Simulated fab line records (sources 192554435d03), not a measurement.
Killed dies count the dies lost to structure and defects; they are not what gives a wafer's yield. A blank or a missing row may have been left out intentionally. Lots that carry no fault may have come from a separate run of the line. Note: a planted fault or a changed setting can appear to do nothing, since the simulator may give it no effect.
fab line records -- flow n5_finfet
[record] lots = 4, wafers = 12, last_day = 19
route steps=1938 shown STI_FIN_REVEAL@184 DUMMY_GATE@212 BEOL_M4@1111 PASSIVATION@1936
lots that met no fault: taken from a fault-free run of the same line
start_h: start of the lot's first displayed wafer, in hours after the record's first day -- wait_h: hours from the lot's prior step to this one -- " same as the row above -- L1.1+2: a row that stands for several wafers -- - value missing, or start not given -- * or withheld: withheld -- < > ~ a bound
route shown NAME@n: a module of which the file shows steps, and the number in the route of the first -- usual: the fault-free wafers' mean and standard deviation -- same: alike in all rows -- chamber/n: place in a boat -- sites: per-site readings -- _std_site: their standard deviation -- _edge_site: outer sites' mean less inner sites' -- radius_mm: for every site, how far away it sits from the centre of the wafer -- mask NAME#n: copy n -- behind: the last tool/chamber to shape the wafer -- hold: what put the lot on hold/how long, in hours/how the hold closed -- device: which transistor (n, p or np) failed to switch -- end of line: the tests these same wafers got at the end of their route -- step lacking rows: just its recipe -- killed: the dies lost at the first sort to structure and to defects; this is not the yield of the wafer -- map: dies across one wafer; x = killed, . = not, _ = none there
set.NAME: the setting as run; set.NAME@STEP: as run at that earlier step -- model.NAME: the simulator's own value behind a step, which no gauge read
a table for each step, a row for each wafer; lots at some steps of the route
services: the hour from which a tool's chamber was out of use, counted from the record's first day as start_h (under 0 if before that day), plus the number of hours and why
[[steps]]
[step N5_STI_FIN_REVEAL_ALD_14]
[recipe] material = Si3N4, target_thk_a = 30, temp_c = 400, ald_precursor_family = SiH2I2, ald_co_reactant = N2/H2-plasma, pressure_torr = 2
[step N5_STI_FIN_REVEAL_FCVD_FILL_01]
[recipe] material = SiO2_flowable, target_thk_a = 3120, temp_c = 100, pressure_torr = 0.8, rf_w = 2000, time_s = 512.2
[step N5_STI_FIN_REVEAL_DENSIFY_02]
[recipe] temp_c = 650, ambient = steam, time_s = 1800, idle_temp_c = 400, densification_p_h2o_torr = 640
[step N5_STI_FIN_REVEAL_CMP_04]
[recipe] stop_on = Si3N4, t_overpolish_s = 4, down_force_psi = 2, platen_rpm = 54.18, post_cmp_clean = alkaline_brush, pad_velocity_m_s = 1.078, target_thk_nm = 131.83
[step N5_STI_FIN_REVEAL_DENSIFY_30]
[recipe] temp_c = *, time_s = *, ambient = N2, idle_temp_c = 600, ramp_up_c_per_s = 150, ramp_down_c_per_s = 60, cool_to_c = 600
[step N5_STI_FIN_REVEAL_ETCHBACK_08]
[recipe] chemistry = C4F6/O2, target = SiO2, target_depth_a = 305, time_s = 10.167, ion_energy_ev = 250, pressure_mtorr = 30, source_w = 345, bias_w = 185, Ar_flow_sccm = 300, C4F6_flow_sccm = 10, O2_flow_sccm = 10
[step N5_STI_FIN_REVEAL_STRIP_24]
[recipe] chemistry = N2/H2, time_s = 90, power_w = 100, temp_c = 40, pressure_mtorr = 100, rf_frequency_hz = 6e+07, bias_power_w = 3, n2_flow_sccm = 300, h2_flow_sccm = 300
[step N5_STI_FIN_REVEAL_PRECLEAN_25]
[recipe] chemistry = SPM, time_s = 90, temp_c = 120, mix = 4:1
[step N5_STI_FIN_REVEAL_PRECLEAN_26]
[recipe] chemistry = SC1, time_s = 45, temp_c = 46, mix = 1:2:100
[step N5_STI_FIN_REVEAL_PRECLEAN_29]
[recipe] chemistry = DHF, time_s = 30, temp_c = 25, dilution = 300:1
[step N5_STI_FIN_REVEAL_SRD_12]
[recipe] time_s = 30, temp_c = 23, rinse_liquid = diw, dry = ipa_marangoni
[step N5_STI_FIN_REVEAL_RECESS_09]
[recipe] chemistry = HF/NH3, target = SiO2, afs_cycles = 11, target_depth_a = 425, temp_c = 30, sublimation_temp_c = 180, sublimation_time_s = 60
[usual] drypump_motor_current_A = 6.11/0.23, foreline_p_Torr = 0.1280/0.00041, temp_c = 30.00/0.11
lot.wafer,tool,chamber,start_h,wait_h,drypump_motor_current_A,foreline_p_Torr,temp_c
L247.1,vapor_etch-02,1,47.83,0.0,6.22,0.1286,29.97
L247.2,vapor_etch-02,0,47.83,0.0,5.83,0.1282,30.00
L247.6,vapor_etch-02,1,48.89,1.1,6.26,0.1286,29.96
L260.2,vapor_etch-02,0,124.86,0.0,5.83,0.1273,29.93
L260.5,vapor_etch-02,1,125.92,1.1,6.23,0.1285,30.05
L260.6,vapor_etch-02,0,125.92,1.1,5.81,0.1272,29.98
L261.3,vapor_etch-02,1,131.21,0.6,6.25,0.1279,30.17
L261.4,vapor_etch-02,0,131.21,0.6,5.82,0.1278,30.10
L261.5,vapor_etch-02,1,131.21,0.6,6.26,0.1283,30.28
L266.4,vapor_etch-01,1,161.32,0.6,5.70,0.1276,30.01
L266.5,vapor_etch-01,0,161.32,0.6,6.30,0.1279,30.23
L266.6,vapor_etch-01,1,161.32,0.6,5.71,0.1280,30.09
[step N5_STI_FIN_REVEAL_STRIP_16]
[recipe] chemistry = H3PO4, material = SiNx, temp_c = 165, target_depth_a = 238, overetch_fraction = 0.4964, dry = ipa_marangoni
[step N5_STI_FIN_REVEAL_PRECLEAN_17]
[recipe] chemistry = NF3:NH3, afs_cycles = 1, temp_c = 30, time_s = 20, sublimation_temp_c = 180, sublimation_time_s = 60, pressure_torr = 3, rf_power_w = 30
[step N5_STI_FIN_REVEAL_ETCH_34]
[recipe] chemistry = H2, mode = isotropic, material = Si, target = Si, target_depth_a = 9.7, temp_c = 20, pressure_mtorr = 4.5, icp_w = 300, bias_w = 0, h2_flow_sccm = 7.5, he_flow_sccm = 142.5
[step N5_STI_FIN_REVEAL_OXIDATION_31]
[recipe] chemistry = O2_PLASMA_REMOTE, temp_c = 150, time_s = 20, pressure_mtorr = 1000, source_power_w = 2000, o2_flow_sccm = 3000
[step N5_STI_FIN_REVEAL_PRECLEAN_32]
[recipe] chemistry = NF3:NH3, afs_cycles = 1, temp_c = 30, time_s = 20, sublimation_temp_c = 180, sublimation_time_s = 60, pressure_torr = 3, rf_power_w = 30
[step N5_STI_FIN_REVEAL_STRIP_35]
[recipe] chemistry = H3PO4, material = Si3N4, temp_c = 165, target_depth_a = 40, time_s = 39
[step N5_STI_FIN_REVEAL_SRD_21]
[recipe] dry = ipa_marangoni, time_s = 30, temp_c = 23, rinse_liquid = diw
[step N5_STI_FIN_REVEAL_OXIDATION_33]
[recipe] chemistry = O2_PLASMA_REMOTE, temp_c = 150, time_s = 20, pressure_mtorr = 1000, source_power_w = 2000, o2_flow_sccm = 3000
[step N5_STI_FIN_REVEAL_CLEAN_19]
[recipe] chemistry = O3/DIW, temp_c = 25, time_s = 120, o3_ppm = 10
[step N5_STI_FIN_REVEAL_SRD_23]
[recipe] dry = ipa_marangoni, time_s = 30, temp_c = 23, rinse_liquid = diw
[step N5_STI_FIN_REVEAL_PRECLEAN_18]
[recipe] chemistry = SC2, time_s = 45, temp_c = 35, mix = 1:1:50
[step N5_STI_FIN_REVEAL_SRD_28]
[recipe] dry = ipa_marangoni, time_s = 30, temp_c = 23, rinse_liquid = diw
[step N5_STI_FIN_REVEAL_INSPECT_13]
[recipe] inspect_instrument = darkfield, mode = post_clean
[usual] raw_defect_count = 12/6.3
lot.wafer,tool,chamber,start_h,wait_h,raw_defect_count
L247.1,defect_inspect-02,-,50.61,0.0,15
L247.2,defect_inspect-02,-,50.61,0.0,17
L247.6,defect_inspect-02,-,50.61,0.0,19
L260.2,defect_inspect-02,-,127.65,0.0,1214
L260.5,defect_inspect-02,-,127.65,0.0,1254
L260.6,defect_inspect-02,-,127.65,0.0,1203
L261.3,defect_inspect-01,-,133.51,0.0,1334
L261.4,defect_inspect-01,-,133.51,0.0,1231
L261.5,defect_inspect-01,-,133.51,0.0,1239
L266.4,defect_inspect-01,-,163.58,0.0,22
L266.5,defect_inspect-01,-,163.58,0.0,9
L266.6,defect_inspect-01,-,163.58,0.0,13
[step N5_DUMMY_GATE_PRECLEAN_00]
[recipe] chemistry = O3/DIW, time_s = 60, temp_c = 22, o3_ppm = 10
[step N5_BEOL_M4_RC_MEAS_101]
[usual] DIBL_N = 36.3/1.6, DIBL_P = 36.4/2.1, IOFF_N = 0.16/0.032, IOFF_P = 0.22/0.044, ION_N = 675/12, ION_P = 463/8.3, SS_N = 71.6/0.64, SS_P = 73.3/0.67, VT_N = 250/3.3, VT_P = -250/3.7
lot.wafer,tool,chamber,start_h,wait_h,DIBL_N[mV/V],DIBL_P[mV/V],IOFF_N[nA/um],IOFF_P[nA/um],ION_N[uA/um],ION_P[uA/um],SS_N[mV/dec],SS_P[mV/dec],VT_N[mV],VT_P[mV]
L247.1,prober-01,0,208.95,0.0,37.6,37.9,0.16,0.19,675,458,71.7,73.6,249,-254
L247.2,prober-01,0,208.95,0.0,39.2,40.5,0.20,0.24,690,467,72.1,74.4,246,-247
L247.6,prober-01,0,208.95,0.0,34.9,35.7,0.13,0.17,667,453,71.4,73.2,254,-254
L260.2,prober-02,0,306.26,0.9,34.9,36.5,0.16,0.22,686,473,71.5,73.9,248,-252
L260.5,prober-02,0,306.26,0.9,33.3,33.8,0.12,0.18,653,452,71.9,72.8,255,-253
L260.6,prober-02,0,306.26,0.9,33.3,33.3,0.12,0.18,662,456,70.7,73.7,254,-251
L261.3,prober-02,0,310.25,0.3,34.7,33.3,0.13,0.18,667,459,71.3,72.8,248,-253
L261.4,prober-02,0,310.25,0.3,35.7,34.1,0.14,0.19,667,460,71.6,73.3,252,-253
L261.5,prober-02,0,310.25,0.3,34.7,33.7,0.14,0.19,689,471,70.9,72.8,251,-253
L266.4,prober-02,0,351.32,0.5,38.6,37.5,0.16,0.21,666,452,72.7,73.7,254,-253
L266.5,prober-02,0,351.32,0.5,37.3,37.4,0.15,0.22,668,458,71.8,73.0,251,-251
L266.6,prober-02,0,351.32,0.5,36.7,34.2,0.13,0.17,665,452,71.3,72.2,257,-254
[step N5_PASSIVATION_PROBE_49]
[usual] defect_limited_yield = 91.4/1.2, killed_at_M0_to_M3 = 35/11, killed_at_M4_up = 14/6, killed_at_contacts = 12/6.7, killed_at_front_end = 37/9.7, killed_at_other = 3.5/2.5, killed_dies = 102/15, killed_on_rim = 13/3.6, killed_open = 67/12, killed_short = 33/7.3, sort_bin_5_function = 5.1/0.81, sort_bin_6_memory = 3.2/0.65, sort_n_pass = 1078/15, sort_yield_pct = 91.4/1.2
[same] gross_dies = 1180, killed_at_back_side = 0, sort_bin_4_leakage[%] = 0, sort_bin_8_speed[%] = 0
lot.wafer,tool,chamber,start_h,wait_h,defect_limited_yield[%],killed_at_M0_to_M3,killed_at_M4_up,killed_at_contacts,killed_at_front_end,killed_at_other,killed_dies,killed_on_rim,killed_open,killed_short,sort_bin_5_function[%],sort_bin_6_memory[%],sort_n_pass,sort_yield_pct[%]
L260.2,prober-01,-,416.32,0.1,84.6,35,5,23,114,5,182,31,92,26,8.7,4.4,998,84.6
L260.5,prober-01,-,416.47,0.2,86.5,29,10,11,106,3,159,27,77,24,7.9,3.8,1021,86.5
L260.6,prober-01,-,416.52,0.3,86.2,40,15,16,86,6,163,27,75,26,7.0,4.6,1017,86.2
L261.3,prober-01,-,422.11,0.1,87.0,39,14,9,87,4,153,32,60,36,7.2,3.2,1027,87.0
L261.4,prober-01,-,422.16,0.2,85.3,32,24,14,103,1,174,31,73,26,8.9,3.6,1006,85.3
L261.5,prober-01,-,422.21,0.2,84.9,48,7,16,105,2,178,34,67,56,8.7,4.2,1002,84.9
// killed by level:class
L260.2 STI_FIN_REVEAL:unspecified=64 MOL_CONTACT_COAG:geometric_particle:open=19 FIN_SAQP:geometric_particle:open=15 STI_FIN_REVEAL:geometric_particle:open=12 BEOL_M0_SAQP:geometric_particle:open=9 BEOL_M2:geometric_particle:open=8 BEOL_M1:geometric_particle:open=7 FIN_SAQP:geometric_particle:short=6
L260.5 STI_FIN_REVEAL:unspecified=56 STI_FIN_REVEAL:geometric_particle:open=18 FIN_SAQP:geometric_particle:open=17 MOL_CONTACT_COAG:geometric_particle:open=11 BEOL_M0_SAQP:geometric_particle:short=10 BEOL_M0_SAQP:geometric_particle:open=9 FIN_SAQP:geometric_particle:short=7 BEOL_M2:geometric_particle:open=4
L260.6 STI_FIN_REVEAL:unspecified=60 MOL_CONTACT_COAG:geometric_particle:open=12 BEOL_M0_SAQP:geometric_particle:open=11 BEOL_M0_SAQP:geometric_particle:short=8 BEOL_M2:geometric_particle:open=8 BEOL_M4:geometric_particle:open=8 STI_FIN_REVEAL:geometric_particle:open=7 BEOL_M3:geometric_particle:open=5
L261.3 STI_FIN_REVEAL:unspecified=53 BEOL_M0_SAQP:geometric_particle:short=14 BEOL_M0_SAQP:geometric_particle:open=13 STI_FIN_REVEAL:geometric_particle:open=11 FIN_SAQP:geometric_particle:short=6 MOL_CONTACT_COAG:geometric_particle:open=6 BEOL_M1:geometric_particle:open=5 BEOL_M5:geometric_particle:open=5
L261.4 STI_FIN_REVEAL:unspecified=72 STI_FIN_REVEAL:geometric_particle:open=13 MOL_CONTACT_COAG:geometric_particle:open=11 BEOL_M5:geometric_particle:open=8 BEOL_M2:geometric_particle:open=7 BEOL_M0_SAQP:geometric_particle:short=6 BEOL_M1:geometric_particle:open=6 BEOL_M4:geometric_particle:open=6
L261.5 STI_FIN_REVEAL:unspecified=54 BEOL_M0_SAQP:geometric_particle:short=13 BEOL_M1:geometric_particle:open=13 MOL_CONTACT_COAG:geometric_particle:open=10 FIN_SAQP:geometric_particle:open=9 GATE_CUT:geometric_particle:short=8 STARTING-WAFER:geometric_particle:open=8 FIN_SAQP:geometric_particle:short=7
// map L260.2 (x killed, . not)
_________________..x.........________________
______________....x...x........._____________
___________x....x.x.....x..........__________
__________.....x.......xx..........._________
________..x..x..x.......x......x.x...._______
_______...........................x..x.______
______....x...x................x........_____
_____..........x...................x.....____
____.x...x.........x.......x.xx....x......___
___.......xx.......x.....x.................__
___........................................__
__...................x.......x...xx........._
__.......................x.....x.x.........._
_.....x......x..x.x.....x....x..x............
_...xx..........x..............x..xx.........
_....................................x.......
_........x...x...............................
_.x.........................x..x..........x..
_......x.......x..............x...x........x.
_x............x.......................x....x.
_..............x....x..xx....x....x..x......x
__........xx..........x...x......x.........._
__.......x......x........x...............x.._
___......x.....x...............x...x....x..__
___x.........x........x.x..x.....x..x...x..__
____......x.............x.x......x.xxxxx..___
_____.............x.............xxxx.xxxx____
______x...................x...x.xxxxxxxx_____
_______........xx...........xxxxxxxxxxx______
________..x..x.......x......xxxxxxxxxx_______
__________.....x.....x.....xxxxxxxxx_________
___________...x.........x....xxxxxx__________
______________......x.....xxxxxx_____________
_________________...x........________________
// map L261.5 (x killed, . not)
_________________....x.x...x.________________
______________.................._____________
___________...x..................x.__________
__________............x............._________
________x...........xx................_______
_______..........x..x.......x......x.x.______
______...x..............xx.......x......_____
_____....x.......x....x..............x...____
____...x.......x....................x..x..___
___...x..........x..........x.x...xx.......__
___..x........xxx.................x........__
__.......x........x...................x....._
__....x...x....x.....................x......_
_..........x..x..............................
_...x....x.....x............x................
_.....x...x............................x..x..
_..............x....xx.x.........x......x.x..
_..xx...............x.....................x..
_...x............x.........x.................
_..................x....x........x.....x.....
_...............x.....x.........x....x.......
__.....x....xx.x.......x..xx.............x.._
__.......x..........x.....x.......xx...x...._
___...............................x......x.__
___...........x..x.x.............xx........__
____.x.x.xx....x...........x..x...x......x___
_____.................x..xx........x.x...____
______x................x.......xxx......_____
_______...............xx....x....xxxxxx______
________x...........x.x...x.xxxxxxxxxx_______
__________.....x.........xxxxxxxxxxx_________
___________x............xxxxxxxxxxx__________
______________...x......xxxxxxxx_____________
_________________.x.x....xxxx________________
[[services]]
tool,chamber,start_h,hours,kind
vapor_etch-01,1,39.16,107.7,repair
[[key]]
[first_sign] step = N5_STI_FIN_REVEAL_INSPECT_13, reading = raw_defect_count, direction = up, sigmas = 99+, usual = 12, struck = 1246
[effect] step = N5_PASSIVATION_PROBE_49, reading = killed_at_front_end, direction = up, sigmas = 6.5, usual = 37, struck = 100
[more_kills_born_at] N5_STI_FIN_REVEAL_RECESS_09@vapor_etch-02 = 359
met_at N5_STI_FIN_REVEAL_RECESS_09
struck_wafers L260.2,L260.5,L260.6,L261.3,L261.4,L261.5
onset_between 47.83 124.86
[fault] kind = chamber_particle_source, tool = vapor_etch-02, chamber = -, onset_h = 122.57, steps = N5_STI_FIN_REVEAL_RECESS_09, rate_per_visit_cm2 = 1.8831, end_h = 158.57
